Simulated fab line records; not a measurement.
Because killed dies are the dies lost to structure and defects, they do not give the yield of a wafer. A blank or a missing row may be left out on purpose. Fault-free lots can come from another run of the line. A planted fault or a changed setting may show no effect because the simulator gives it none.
fab line records -- flow nandHarc
[record] lots = 13, wafers = 39, lastDay = 24
route steps=1159 shown P_ZERO_WELL@14 P_STI@91 END@1159
lots that met no fault: from a run of the same line without faults
startH: hours from the record's opening day to when the first of the lot's shown wafers began -- waitH: hours since the lot's step before -- " identical to the entry in the row above -- L1.1+2: several wafers, shown together as one row -- - value missing, or start not given -- * or withheld: withheld -- < > ~ a bound
route shown NAME@n: NAME is a module with steps in the file, n the number in the route of the first one -- usual: average and standard deviation across the fault-free wafers -- same: alike in all rows -- chamber/n: place in a boat -- sites: the reading at each site -- _std_site: the values' standard deviation -- _edge_site: the outer-site mean with the inner-site mean subtracted -- radiusMm: how far each site lies from the wafer's centre -- mask NAME#n: copy n -- behind: tool/chamber where the wafer was last shaped -- hold: reason for holding the lot/hours on hold/outcome of the hold -- device: whichever transistor did not switch (one of n, p or np) -- end of line: the route-end tests of the same wafers -- where a step has no rows: the recipe by itself -- killed: the dies lost at the first sort to structure and to defects; this is not the yield of the wafer -- map: the dies of a wafer, with x for killed, . for not killed, _ for no die there
set.NAME: the run value of the setting; set.NAME@STEP: its run value at that earlier step -- model.NAME: the simulator's own value behind a step, which no gauge read
a sample of lots followed through the steps of the route, with each step as a table and each wafer as a row
services: when a tool's chamber went out of use (startH, in hours from the record's first day, below 0 if earlier), for how many hours, and the reason
[[steps]]
[step NHARC_P_ZERO_WELL_CD_MEAS_11]
[recipe] targetCdNm = 500, landingEnergyEv = 500
[usual] cdNm = 500.1/1.8
lot.wafer,tool,chamber,startH,waitH,cdNm
L788.1,cdSem-01,0,19.11,-,499.7
L788.5,cdSem-01,0,19.11,-,499.2
L788.6,cdSem-01,0,19.11,-,502.8
L789.2,cdSem-01,0,25.24,-,499.1
L789.4,cdSem-01,0,25.24,-,499.2
L789.6,cdSem-01,0,25.24,-,502.2
L790.2,cdSem-03,0,31.25,-,501.6
L790.3,cdSem-03,0,31.25,-,503.0
L790.5,cdSem-03,0,31.25,-,499.8
L791.1,cdSem-01,0,37.49,-,499.1
L791.5,cdSem-01,0,37.49,-,498.1
L791.6,cdSem-01,0,37.49,-,499.4
L793.1,cdSem-03,0,49.24,-,501.2
L793.2,cdSem-03,0,49.24,-,499.5
L793.5,cdSem-03,0,49.24,-,501.4
L794.1,cdSem-01,0,55.23,-,502.8
L794.4,cdSem-01,0,55.23,-,500.2
L794.6,cdSem-01,0,55.23,-,501.1
L795.1,cdSem-01,0,61.11,-,499.9
L795.4,cdSem-01,0,61.11,-,500.2
L795.6,cdSem-01,0,61.11,-,502.9
L796.1,cdSem-03,0,67.23,-,499.6
L796.2,cdSem-03,0,67.23,-,498.7
L796.5,cdSem-03,0,67.23,-,499.2
L797.2,cdSem-03,0,73.25,-,499.4
L797.3,cdSem-03,0,73.25,-,499.4
L797.5,cdSem-03,0,73.25,-,499.2
L802.1,cdSem-01,0,103.12,-,498.8
L802.2,cdSem-01,0,103.12,-,498.6
L802.5,cdSem-01,0,103.12,-,499.2
L803.1,cdSem-02,0,109.14,-,502.3
L803.3,cdSem-02,0,109.14,-,502.3
L803.6,cdSem-02,0,109.14,-,501.8
L809.2,cdSem-01,0,145.28,-,497.0
L809.4,cdSem-01,0,145.28,-,500.4
L809.6,cdSem-01,0,145.28,-,498.3
L810.1,cdSem-02,0,151.33,-,500.6
L810.3,cdSem-02,0,151.33,-,500.2
L810.5,cdSem-02,0,151.33,-,501.8
[step NHARC_P_ZERO_WELL_DESCUM_26]
[recipe] timeS = 3, o2FlowSccm = 200, arFlowSccm = 0, biasPowerW = 0, chemistry = O2
[usual] drypumpMotorCurrentA = 5.5/0.45, oesProductAu = 0.998/0.0092, rfVppV = 57.8/0.85, showerheadPlenumPTorr = 1.93/0.075, throttleValvePct = 11.311/0.0086
lot.wafer,tool,chamber,startH,waitH,drypumpMotorCurrentA,oesProductAu,rfHoursCounterH,rfVppV,showerheadPlenumPTorr,throttleValvePct
L788.1,rieDiel-04,2,20.65,-,6.5,1.000,3,57.3,2.00,11.314
L788.6,rieDiel-04,3,20.65,-,5.2,1.016,-,58.7,1.93,11.313
L788.5,rieDiel-04,0,20.65,-,5.4,0.998,-,58.9,2.05,11.301
L789.4,rieDiel-06,0,26.76,-,4.9,0.986,9,57.5,1.86,11.313
L789.2,rieDiel-06,1,26.76,-,5.2,0.997,9,55.4,1.79,11.313
L789.6,rieDiel-06,0,26.76,-,5.0,0.982,-,58.1,1.86,11.315
L790.2,rieDiel-06,3,32.62,-,5.9,0.991,9,57.6,1.99,11.309
L790.3,rieDiel-06,2,32.62,-,5.8,1.005,11,57.7,1.86,11.307
L790.5,rieDiel-06,0,32.62,-,5.0,0.997,-,58.2,1.86,11.320
L791.1,rieDiel-07,1,38.91,-,5.3,0.996,12,58.8,1.93,11.312
L791.5,rieDiel-07,2,38.91,-,5.4,1.008,-,57.4,1.88,11.306
L791.6,rieDiel-07,3,38.91,-,5.6,0.996,-,57.7,1.92,11.323
L793.2,rieDiel-04,1,50.77,-,5.3,0.996,6,57.5,1.89,11.319
L793.1,rieDiel-04,2,50.77,-,6.5,1.005,6,56.7,2.00,11.306
L793.5,rieDiel-04,3,50.77,-,5.2,1.006,-,56.8,1.93,11.306
L794.4,rieDiel-06,3,56.75,-,5.9,0.989,10,58.6,1.99,11.298
L794.1,rieDiel-06,2,56.75,-,5.8,1.012,12,58.3,1.86,11.315
L794.6,rieDiel-06,0,56.75,-,5.0,0.998,-,58.7,1.86,11.313
L795.1,rieDiel-04,2,62.65,-,6.4,1.006,7,57.3,2.00,11.301
L795.4,rieDiel-04,3,62.65,-,5.2,1.002,7,56.8,1.93,11.299
L795.6,rieDiel-04,2,62.65,-,6.5,1.009,-,58.7,2.00,11.307
L796.1,rieDiel-04,1,68.74,-,5.2,1.002,6,59.5,1.89,11.307
L796.2,rieDiel-04,3,68.74,-,5.2,1.005,8,57.7,1.93,11.315
L796.5,rieDiel-04,1,68.74,-,5.2,1.003,-,56.7,1.89,11.322
L797.3,rieDiel-04,2,74.77,-,6.4,1.021,7,57.2,2.00,11.315
L797.2,rieDiel-04,0,74.77,-,5.3,0.993,7,58.3,2.05,11.314
L797.5,rieDiel-04,1,74.77,-,5.3,1.003,-,57.6,1.89,11.329
L802.1,rieDiel-04,2,104.63,-,6.5,1.004,9,59.6,2.00,11.305
L802.2,rieDiel-04,1,104.63,-,5.2,0.998,8,57.8,1.89,11.300
L802.5,rieDiel-04,3,104.63,-,5.2,1.006,-,57.6,1.93,11.289
L803.1,rieDiel-07,0,110.54,-,6.1,0.990,4,56.9,1.80,11.324
L803.3,rieDiel-07,1,110.54,-,5.3,1.000,4,56.8,1.93,11.307
L803.6,rieDiel-07,0,110.54,-,6.1,1.001,-,57.4,1.80,11.320
L809.4,rieDiel-04,3,146.78,-,5.2,0.995,1,58.7,1.93,11.307
L809.2,rieDiel-04,2,146.78,-,6.5,1.005,1,56.8,2.00,11.305
L809.6,rieDiel-04,3,146.78,-,5.2,0.994,-,58.4,1.93,11.303
L810.1,rieDiel-06,1,152.90,-,5.2,0.998,7,57.2,1.78,11.306
L810.3,rieDiel-06,0,152.90,-,5.0,0.983,7,57.9,1.85,11.309
L810.5,rieDiel-06,1,152.90,-,5.2,0.997,-,56.7,1.78,11.305
[step NHARC_P_ZERO_WELL_EXPOSE_49]
[recipe] na = 0.6, targetCdNm = 2000, doseMj = 22.64, maskId = P_HVPW
lot.wafer,tool,chamber,startH,waitH,mask
L788.1+5+6,krfScanner-03,0,23.51,-,P_HVPW#0
L789.2+4+6,krfScanner-02,0,29.73,-,P_HVPW#0
L790.2+3+5,krfScanner-02,0,35.33,-,P_HVPW#0
L791.1+5+6,krfScanner-03,0,41.84,-,P_HVPW#0
L793.1+2+5,krfScanner-04,0,53.71,-,P_HVPW#0
L794.1+4+6,krfScanner-02,0,59.59,-,P_HVPW#0
L795.1+4+6,krfScanner-03,0,65.47,-,P_HVPW#0
L796.1+2+5,krfScanner-02,0,71.60,-,P_HVPW#0
L797.2+3+5,krfScanner-03,0,77.74,-,P_HVPW#0
L802.1+2+5,krfScanner-02,0,107.63,-,P_HVPW_R1#0
L803.1+3+6,krfScanner-02,0,113.24,-,P_HVPW#0
L809.2+4+6,krfScanner-03,0,149.65,-,P_HVPW#0
L810.1+3+5,krfScanner-04,0,155.88,-,P_HVPW#0
[step NHARC_P_ZERO_WELL_CD_MEAS_52]
[recipe] targetCdNm = 2000, landingEnergyEv = 500
[usual] cdNm = 2000.2/1.8
lot.wafer,tool,chamber,startH,waitH,cdNm
L788.1,cdSem-02,0,23.67,-,2001.4
L788.5,cdSem-02,0,23.67,-,2000.9
L788.6,cdSem-02,0,23.67,-,2000.8
L789.2,cdSem-02,0,29.88,-,1998.8
L789.4,cdSem-02,0,29.88,-,1999.7
L789.6,cdSem-02,0,29.88,-,1999.7
L790.2,cdSem-02,0,35.48,-,1999.4
L790.3,cdSem-02,0,35.48,-,1997.4
L790.5,cdSem-02,0,35.48,-,1999.8
L791.1,cdSem-02,0,42.00,-,2001.0
L791.5,cdSem-02,0,42.00,-,1998.8
L791.6,cdSem-02,0,42.00,-,2000.8
L793.1,cdSem-03,0,53.86,-,2000.4
L793.2,cdSem-03,0,53.86,-,2001.1
L793.5,cdSem-03,0,53.86,-,2000.0
L794.1,cdSem-03,0,59.75,-,1998.6
L794.4,cdSem-03,0,59.75,-,2000.3
L794.6,cdSem-03,0,59.75,-,2000.4
L795.1,cdSem-03,0,65.62,-,2000.7
L795.4,cdSem-03,0,65.62,-,2002.1
L795.6,cdSem-03,0,65.62,-,1995.7
L796.1,cdSem-01,0,71.76,-,1998.3
L796.2,cdSem-01,0,71.76,-,2000.0
L796.5,cdSem-01,0,71.76,-,2000.6
L797.2,cdSem-03,0,77.90,-,2000.1
L797.3,cdSem-03,0,77.90,-,1998.5
L797.5,cdSem-03,0,77.90,-,2000.5
L802.1,cdSem-03,0,107.79,-,1807.7
L802.2,cdSem-03,0,107.79,-,1806.0
L802.5,cdSem-03,0,107.79,-,1805.1
L803.1,cdSem-01,0,113.40,-,1997.9
L803.3,cdSem-01,0,113.40,-,1997.7
L803.6,cdSem-01,0,113.40,-,2000.7
L809.2,cdSem-01,0,149.81,-,1999.7
L809.4,cdSem-01,0,149.81,-,2001.2
L809.6,cdSem-01,0,149.81,-,2001.1
L810.1,cdSem-01,0,156.05,-,2000.6
L810.3,cdSem-01,0,156.05,-,2003.5
L810.5,cdSem-01,0,156.05,-,2000.9
[step NHARC_P_STI_CD_MEAS_16]
[usual] cdNm = 200.1/2.3
lot.wafer,tool,chamber,startH,waitH,cdNm
L788.1,cdSem-03,-,43.72,-,200.0
L788.5,cdSem-03,-,43.72,-,196.3
L788.6,cdSem-03,-,43.72,-,199.7
L789.2,cdSem-01,-,55.55,-,194.9
L789.4,cdSem-01,-,55.55,-,198.5
L789.6,cdSem-01,-,55.55,-,199.0
L790.2,cdSem-03,-,55.71,-,199.7
L790.3,cdSem-03,-,55.71,-,195.9
L790.5,cdSem-03,-,55.71,-,200.2
L791.1,cdSem-01,-,59.75,-,195.1
L791.5,cdSem-01,-,59.75,-,197.9
L791.6,cdSem-01,-,59.75,-,202.5
L793.1,cdSem-02,-,71.52,-,201.2
L793.2,cdSem-02,-,71.52,-,201.2
L793.5,cdSem-02,-,71.52,-,202.7
L795.1,cdSem-02,-,80.56,-,202.9
L795.4,cdSem-02,-,80.56,-,196.8
L795.6,cdSem-02,-,80.56,-,197.5
L794.1,cdSem-01,-,80.60,-,199.1
L794.4,cdSem-01,-,80.60,-,199.1
L794.6,cdSem-01,-,80.60,-,196.4
L796.1,cdSem-03,-,89.57,-,197.4
L796.2,cdSem-03,-,89.57,-,200.5
L796.5,cdSem-03,-,89.57,-,195.2
L797.2,cdSem-02,-,95.59,-,200.6
L797.3,cdSem-02,-,95.59,-,197.9
L797.5,cdSem-02,-,95.59,-,201.2
L802.1,cdSem-01,-,122.92,-,200.9
L802.2,cdSem-01,-,122.92,-,203.6
L802.5,cdSem-01,-,122.92,-,203.7
L803.1,cdSem-03,-,131.45,-,201.4
L803.3,cdSem-03,-,131.45,-,197.7
L803.6,cdSem-03,-,131.45,-,202.3
L809.2,cdSem-01,-,164.45,-,199.3
L809.4,cdSem-01,-,164.45,-,199.8
L809.6,cdSem-01,-,164.45,-,201.6
L810.1,cdSem-03,-,176.02,-,200.6
L810.3,cdSem-03,-,176.02,-,200.3
L810.5,cdSem-03,-,176.02,-,201.0
[step NHARC_END_SORT_01]
[recipe] tempC = 25
[usual] killedAtArray = 27/8, killedAtOther = 0.8/1.2, killedAtPeriphery = 3.3/2.3, killedDies = 31/8.8, killedOpen = 3.2/2.1, killedShort = 2.1/1.4
[same] grossDies = 677
lot.wafer,tool,chamber,startH,waitH,killedAtArray,killedAtOther,killedAtPeriphery,killedDies,killedOpen,killedShort
L794.1,prober-01,0,491.14,2.5,20,0,2,22,0,4
L794.4,prober-01,0,493.57,3.4,14,0,3,17,1,3
L794.6,prober-01,0,495.18,4.0,32,0,4,36,3,4
L802.1,prober-02,0,537.64,2.5,13,2,10,25,2,0
L802.2,prober-02,0,538.44,2.8,20,1,6,27,2,4
L802.5,prober-02,0,540.87,3.7,20,2,7,29,2,1
// killed by level:class
L794.1 A_SLIT:chamberFilmFlake=9 A_CHANNEL_HOLE_D1:chamberFilmFlake=3 A_CHANNEL_FILL_D1:chamberFilmFlake=2 P_GATE:geometricParticle:short=1 A_ONON_D1:geometricParticle:short=1 A_CHANNEL_FILL_D1:geometricParticle:short=1 A_CONTACT:geometricParticle:short=1 P_ZERO_WELL:chamberFilmFlake=1
L794.4 A_SLIT:chamberFilmFlake=7 P_BONDPAD:chamberFilmFlake=2 A_CHANNEL_HOLE_D1:chamberFilmFlake=2 A_STAIRCASE:chamberFilmFlake=2 P_M1:geometricParticle:open=1 A_CHANNEL_FILL_D1:geometricParticle:short=1 A_WL_FILL:geometricParticle:short=1 A_M0:geometricParticle:short=1
L794.6 A_SLIT:chamberFilmFlake=17 A_CONTACT:geometricParticle:short=3 P_BONDPAD:chamberFilmFlake=3 A_CONTACT:chamberFilmFlake=3 A_CONTACT:geometricParticle:open=2 A_ZERO_WELL:chamberFilmFlake=2 A_WL_FILL:geometricParticle:short=1 A_M0:geometricParticle:open=1
L802.1 P_ZERO_WELL:areaExpose=8 A_CONTACT:chamberFilmFlake=7 A_CHANNEL_HOLE_D1:chamberFilmFlake=3 THIN_TSV:chamberFilmFlake=2 A_CHANNEL_HOLE_D1:geometricParticle:open=1 A_BLC:geometricParticle:open=1 P_STI:chamberFilmFlake=1 P_M1:chamberFilmFlake=1
L802.2 A_CONTACT:chamberFilmFlake=6 A_CHANNEL_HOLE_D1:chamberFilmFlake=4 P_ZERO_WELL:areaExpose=4 A_STAIRCASE:chamberFilmFlake=3 A_ONON_D1:geometricParticle:short=1 A_CHANNEL_FILL_D1:geometricParticle:short=1 A_CONTACT:geometricParticle:short=1 A_BLC:geometricParticle:short=1
L802.5 A_CHANNEL_HOLE_D1:chamberFilmFlake=8 A_CONTACT:chamberFilmFlake=6 P_ZERO_WELL:areaExpose=6 A_STAIRCASE:chamberFilmFlake=3 THIN_TSV:chamberFilmFlake=2 P_M1:geometricParticle:open=1 A_CHANNEL_FILL_D1:geometricParticle:open=1 A_SLIT:geometricParticle:short=1
[[services]]
tool,chamber,startH,hours,kind
krfScanner-04,-,4.04,0.4,repair
rieDiel-07,-,11.69,0.2,repair
krfScanner-02,-,13.53,0.7,repair
rieDiel-04,0,17.72,-,clean
rieDiel-04,1,17.72,-,clean
rieDiel-04,2,17.72,-,clean
rieDiel-04,3,17.72,-,clean
krfScanner-02,-,38.00,4.0,pm
rieDiel-04,0,42.22,-,clean
rieDiel-04,1,42.22,-,clean
rieDiel-04,2,42.22,-,clean
rieDiel-04,3,42.22,-,clean
rieDiel-07,-,51.20,9.0,pm
rieDiel-06,-,63.43,1.2,repair
rieDiel-06,-,64.65,9.0,pm
krfScanner-04,-,65.63,0.8,repair
krfScanner-04,-,77.82,5.7,repair
rieDiel-07,1,81.10,3.2,repair
rieDiel-04,-,112.22,9.0,pm
rieDiel-04,1,124.64,1.5,repair
krfScanner-04,-,126.00,4.0,pm
rieDiel-07,0,131.40,3.7,repair
krfScanner-02,-,141.19,0.5,repair
rieDiel-07,1,145.11,7.5,repair
[[key]]
[firstSign] step = NHARC_P_ZERO_WELL_EXPOSE_49, reading = mask, direction = changed
[effect] step = NHARC_P_ZERO_WELL_CD_MEAS_52, reading = cdNm, direction = down, sigmas = 99+, usual = 2000.2, struck = 1806.2
metAt NHARC_P_ZERO_WELL_EXPOSE_49
struckLots L802
testerLeftOut L802
notActingAt NHARC_P_ZERO_WELL_CD_MEAS_11,NHARC_P_ZERO_WELL_DESCUM_26,NHARC_P_STI_CD_MEAS_16
onsetBetween 71.60 107.63
[fault] kind = wrongMask, tool = any, chamber = -, onsetH = 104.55, steps = NHARC_P_ZERO_WELL_EXPOSE_49, auxCopy = P_HVPW_R1#0, cdOffsetNm = -193.88, scope = struckLotsOnly
// testerLeftOut: of these lots the tester's yield and bins aren't shown, on N5 and GAA mostly nor the transistor test; their killed dies are dies lost to structure and defects alone, not to doping, threshold or leakage, so they don't give the yield
